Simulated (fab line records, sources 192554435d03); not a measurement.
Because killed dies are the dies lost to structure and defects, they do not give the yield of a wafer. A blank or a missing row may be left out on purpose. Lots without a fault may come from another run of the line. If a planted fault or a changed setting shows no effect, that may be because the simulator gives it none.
The same fault as seen by 2 desks ; flow n5_finfet ; each desk holds nothing but its own numbers, with what lay behind them at the end

THE TOOL OWNER'S DESK: arfi_scanner-02
The tool's own readings at N5_FIN_SAQP_EXPOSE_13 (exposes mask FIN CORE, target cd 35.6 nm): means of the sampled wafers that have a number, for each lot that ran on this tool. The brackets show how far a lot's mean lies from the usual mean; more than 4 standard deviations puts the lot out of limits, marked OUT.
Columns: A = exposure_dose_mJ_cm2 at N5_FIN_SAQP_EXPOSE_13, usual 63.24
lot;first seen here;A
L921;day 2 16:40;63.30
L927;day 4 03:43;63.27
L935;day 6 03:54;64.56 (+20) OUT
L937;day 6 16:57;64.28 (+16) OUT
Finding of this desk: L935, L937 out of limits; the first was L935 at day 6 03:54, on exposure_dose_mJ_cm2 at N5_FIN_SAQP_EXPOSE_13. L921, L927 stayed within limits.

METROLOGY DESK
Lot by lot, what the gauges showed, no matter which tool ran the lot: averages of those sampled wafers that carry a number. The brackets show how far a lot's mean lies from the usual mean; more than 4 standard deviations puts the lot out of limits, marked OUT. Only the readings that lie furthest out on some lot appear, 7 of the 11 it has.
Columns: A = thk_nm at N5_FIN_SAQP_THK_MEAS_07, usual 59.9 nm; B = DIBL_P at N5_BEOL_M4_RC_MEAS_101, usual 36.0 mV/V; C = IOFF_N at N5_BEOL_M4_RC_MEAS_101, usual 0.155 nA/um; D = IOFF_P at N5_BEOL_M4_RC_MEAS_101, usual 0.20 nA/um; E = ION_N at N5_BEOL_M4_RC_MEAS_101, usual 672 uA/um; F = ION_P at N5_BEOL_M4_RC_MEAS_101, usual 461 uA/um; G = VT_P at N5_BEOL_M4_RC_MEAS_101, usual -251.0 mV
lot;first seen here;A;B;C;D;E;F;G
L918;day 1 21:07;58.6;34.5;0.130;0.16;665;451;-255.5
L921;day 2 16:19;59.4;39.8;0.208;0.27;694;473;-246.8
L922;day 2 23:37;59.8;34.7;0.134;0.20;663;460;-249.2
L925;day 3 18:58;60.3;37.8;0.178;0.23;670;457;-250.7
L927;day 4 03:21;60.2;36.6;0.148;0.21;675;467;-249.5
L934;day 5 22:45;60.5;39.2;0.177;0.22;677;460;-251.3
L935;day 6 03:32;59.2;37.7;0.159;0.19;671;459;-254.7
L937;day 6 16:35;59.9;35.8;0.139;0.20;671;463;-250.8
L939;day 7 03:07;59.3;33.1;0.129;0.18;668;463;-251.0
L941;day 7 16:12;60.4;35.7;0.166;0.22;669;458;-249.7
Finding of this desk: none of the 10 lots has anything out of limits.

TAKEN TOGETHER
An alarm could have come from the tool owner's desk at day 6 03:54, on L935, L937.
Nothing out of limits was seen by the metrology desk.
The metrology desk holds a record of L935, L937, inside its limits.
N5_FIN_SAQP_EXPOSE_13 was run on arfi_scanner-02 by each of the lots named.

WHAT HAD BEEN PUT IN BY THE SIMULATOR
Process parameter drift: arfi_scanner-02, from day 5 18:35 on, at N5_FIN_SAQP_EXPOSE_13. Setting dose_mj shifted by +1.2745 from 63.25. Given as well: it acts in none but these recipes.
Shown lots that were struck: L935, L937.
Each desk's first reading out of limits, in hours after the fault started: the tool owner's desk, 9.
